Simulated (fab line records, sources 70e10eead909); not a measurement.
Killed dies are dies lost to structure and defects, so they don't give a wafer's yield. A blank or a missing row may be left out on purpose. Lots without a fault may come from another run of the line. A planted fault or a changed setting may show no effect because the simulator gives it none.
Which tool did it? | flow nand_harc | 14 lots, 41 wafers sampled, at 5 steps of a route of 1302

WHAT THE GAUGES READ, wafer by wafer
NHARC_A_SLIT_CD_MEAS_21. Usual: cd_nm 289.2 nm, standard deviation 1.2.
lot  | measured     | on        | cd_nm (nm)        | flag
L697 | day 20 20:39 | cd_sem-03 | 290.3 292.2 290.1 |
L699 | day 21 00:13 | cd_sem-03 | 290.4 289.3 290.6 |
L700 | day 21 04:40 | cd_sem-02 | 287.6 289.1 289.5 |
L701 | day 22 07:57 | cd_sem-02 | 289.3 287.7 288.9 |
L703 | day 22 23:43 | cd_sem-01 | 287.7 288.8 287.6 |
L702 | day 23 00:16 | cd_sem-01 | 288.5 291.2 289.0 |
L704 | day 23 11:00 | cd_sem-03 | 288.3 289.2 289.6 |
L706 | day 24 07:56 | cd_sem-01 | 288.7 289.1 289.6 |
L713 | day 26 13:30 | cd_sem-03 | 290.5 289.1 290.0 |
L711 | day 26 17:12 | cd_sem-03 | 287.4 288.6       |
L717 | day 28 07:23 | cd_sem-02 | 289.1 289.2 290.0 |
L716 | day 28 07:27 | cd_sem-03 | 291.0 290.5 291.0 |
L719 | day 28 16:30 | cd_sem-02 | 288.2 287.3 287.7 |
L718 | day 28 20:16 | cd_sem-03 | 288.5 290.5 287.4 |

NHARC_END_SORT_01. Usual: killed_at_array 56, standard deviation 19; killed_at_other 0.6, standard deviation 1; killed_at_periphery 3.9, standard deviation 2.7; killed_dies 61, standard deviation 19; killed_open 3.3, standard deviation 1.9; killed_short 2.4, standard deviation 1.7.
lot  | measured     | on        | killed_at_array | killed_at_other | killed_at_periphery | killed_dies | killed_open | killed_short | flag
L713 | day 30 22:01 | prober-01 | 32 29 23        | 2 5 2           | 2 4 5               | 36 38 30    | 3 7 7       | 3 1 5        |
L711 | day 31 05:36 | prober-02 | 74 47           | 2 0             | 9 3                 | 85 50       | 4 3         | 3 6          |

WHICH TOOL RAN EACH LOT (tool, then ch and the chambers of the sampled wafers, then the start)
lot  | NHARC_A_SLIT_DEP_00           | NHARC_A_WL_FILL_ETCHBACK_04       | NHARC_A_WL_FILL_ALD_10
L697 | acl_dep-03 ch 0, day 20 09:39 | rie_metal-02 ch 0,1, day 21 04:20 | ald_hk-03 ch 0,3, day 21 10:44
L699 | acl_dep-02 ch 0, day 20 10:53 | rie_metal-03 ch 0,1, day 21 08:27 | ald_hk-01 ch 0,2, day 21 13:51
L700 | acl_dep-01 ch 0, day 20 17:49 | rie_metal-01 ch 0,1, day 21 14:35 | ald_hk-04 ch 0,2, day 21 20:57
L701 | acl_dep-01 ch 0, day 21 19:44 | rie_metal-01 ch 0,1, day 22 15:57 | ald_hk-04 ch 2,3, day 22 22:07
L703 | acl_dep-03 ch 0, day 22 12:52 | rie_metal-01 ch 0,1, day 23 07:59 | ald_hk-04 ch 0,1,2, day 23 15:29
L702 | acl_dep-01 ch 0, day 22 12:55 | rie_metal-02 ch 0,1, day 23 07:46 | ald_hk-03 ch 1,2,3, day 23 14:26
L704 | acl_dep-01 ch 0, day 23 01:02 | rie_metal-03 ch 0,1, day 23 19:10 | ald_hk-03 ch 2,3, day 24 01:37
L706 | acl_dep-02 ch 0, day 23 21:06 | rie_metal-02 ch 0,1, day 24 15:57 | ald_hk-04 ch 0,1,3, day 24 23:20
L713 | acl_dep-01 ch 0, day 26 02:58 | rie_metal-02 ch 0,1, day 26 21:22 | ald_hk-03 ch 0,1,3, day 27 03:02
L711 | acl_dep-03 ch 0, day 26 03:12 | rie_metal-02 ch 0,1, day 27 02:01 | ald_hk-04 ch 1,2, day 27 08:17
L717 | acl_dep-02 ch 0, day 27 20:27 | rie_metal-01 ch 0, day 28 15:21   | ald_hk-03 ch 0,2,3, day 28 23:25
L716 | acl_dep-03 ch 0, day 27 20:36 | rie_metal-03 ch 0,1, day 28 15:31 | ald_hk-01 ch 1,2,3, day 28 22:23
L719 | acl_dep-03 ch 0, day 28 05:40 | rie_metal-03 ch 0,1, day 29 00:41 | ald_hk-01 ch 0,1,2, day 29 07:05
L718 | acl_dep-01 ch 0, day 28 06:53 | rie_metal-01 ch 0, day 29 05:18   | ald_hk-04 ch 0,3, day 29 11:44
- NHARC_A_SLIT_DEP_00: deposits aC, target thk 6200 nm.
- NHARC_A_WL_FILL_ETCHBACK_04: etches the open film in NF3, target depth 60 nm, time 120 s.
- NHARC_A_WL_FILL_ALD_10: deposits SiO2, target thk 50 nm, pulse time 10 s, ald cycles 500.

WHAT THE TOOLS THEMSELVES READ (means of the sampled wafers that have a number; where no wafer has one, the mark that the record gives instead)
NHARC_A_SLIT_DEP_00. Usual: throttle_valve_pct 35.001 %, standard deviation 0.0089.
lot  | tool       | throttle_valve_pct (%) | flag
L697 | acl_dep-03 | 35.001                 |
L699 | acl_dep-02 | 34.998                 |
L700 | acl_dep-01 | 34.999                 |
L701 | acl_dep-01 | 34.999                 |
L703 | acl_dep-03 | 35.007                 |
L702 | acl_dep-01 | 34.997                 |
L704 | acl_dep-01 | 34.990                 |
L706 | acl_dep-02 | 35.010                 |
L713 | acl_dep-01 | 35.001                 |
L711 | acl_dep-03 | 35.001                 |
L717 | acl_dep-02 | 34.999                 |
L716 | acl_dep-03 | 35.001                 |
L719 | acl_dep-03 | 35.005                 |
L718 | acl_dep-01 | 35.001                 |

NHARC_A_WL_FILL_ETCHBACK_04. Usual: drypump_motor_current_A 5.8 A, standard deviation 0.46; oes_product_au 0.995 a.u., standard deviation 0.013.
lot  | tool         | drypump_motor_current_A (A) | oes_product_au (a.u.) | flag
L697 | rie_metal-02 | 5.9                         | 0.983                 |
L699 | rie_metal-03 | 5.3                         | 1.011                 |
L700 | rie_metal-01 | 5.9                         | 1.004                 |
L701 | rie_metal-01 | 5.7                         | 1.001                 |
L703 | rie_metal-01 | 5.8                         | 1.001                 |
L702 | rie_metal-02 | 5.9                         | 0.997                 |
L704 | rie_metal-03 | 5.3                         | 0.999                 |
L706 | rie_metal-02 | 6.0                         | 0.995                 |
L713 | rie_metal-02 | 5.9                         | 0.945                 | OFF
L711 | rie_metal-02 | 6.0                         | 0.920                 | OFF
L717 | rie_metal-01 | 5.6                         | 0.987                 |
L716 | rie_metal-03 | 5.3                         | 0.986                 |
L719 | rie_metal-03 | 5.8                         | 0.994                 |
L718 | rie_metal-01 | 5.6                         | 0.993                 |

NHARC_A_WL_FILL_ALD_10. Usual: heater_power_w 494 W, standard deviation 37; precursor_pulse_height_rel 1.001, standard deviation 0.019.
lot  | tool      | heater_power_w (W) | precursor_pulse_height_rel | flag
L697 | ald_hk-03 | 552                | 0.990                      |
L699 | ald_hk-01 | 489                | 1.008                      |
L700 | ald_hk-04 | 478                | 1.006                      |
L701 | ald_hk-04 | 479                | 0.980                      |
L703 | ald_hk-04 | 461                | 0.996                      |
L702 | ald_hk-03 | 521                | 1.010                      |
L704 | ald_hk-03 | 531                | 1.004                      |
L706 | ald_hk-04 | 459                | 0.995                      |
L713 | ald_hk-03 | 540                | 1.021                      |
L711 | ald_hk-04 | 437                | 1.006                      |
L717 | ald_hk-03 | 531                | 0.979                      |
L716 | ald_hk-01 | 500                | 1.017                      |
L719 | ald_hk-01 | 477                | 1.010                      |
L718 | ald_hk-04 | 490                | 1.004                      |

THE ANSWER, worked out from the rows above alone
Rule: a lot is off if the mean of its wafers that have a number lies more than 3 standard deviations from the usual mean. A lot without any number at a reading at which 4 lots or more have one is off too. The other lots that the step has rows for count as sound. The gauges are gone through in route order, then the tools' own readings, and for those a lot's mean is taken as printed above. The first step at which some lot is off is used, and at that step the reading that is off furthest; a lot without a number counts as furthest.
Off: L713, L711, at NHARC_A_WL_FILL_ETCHBACK_04 (oes_product_au).
A tool fits if, at that step or a process step before it, it ran every lot that is off, and no sound lot after the first of them. One fits: rie_metal-02 at NHARC_A_WL_FILL_ETCHBACK_04. Its last sound lot is L706 (day 24 15:57), its first lot that is off L713 (day 26 21:22): a fault that began between those two fits.
The tool's own readings at NHARC_A_WL_FILL_ETCHBACK_04 bear it out: on the lots that are off they differ by more than 5 times the standard deviation of the sound lots' means. oes_product_au reads 0.932 a.u. there against 0.996 a.u. on the sound lots.

WHAT THE SIMULATOR HAD PUT IN
Process parameter drift: rie_metal-02, from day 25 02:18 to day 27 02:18, at NHARC_A_WL_FILL_ETCHBACK_04. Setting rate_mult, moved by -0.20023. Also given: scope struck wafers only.
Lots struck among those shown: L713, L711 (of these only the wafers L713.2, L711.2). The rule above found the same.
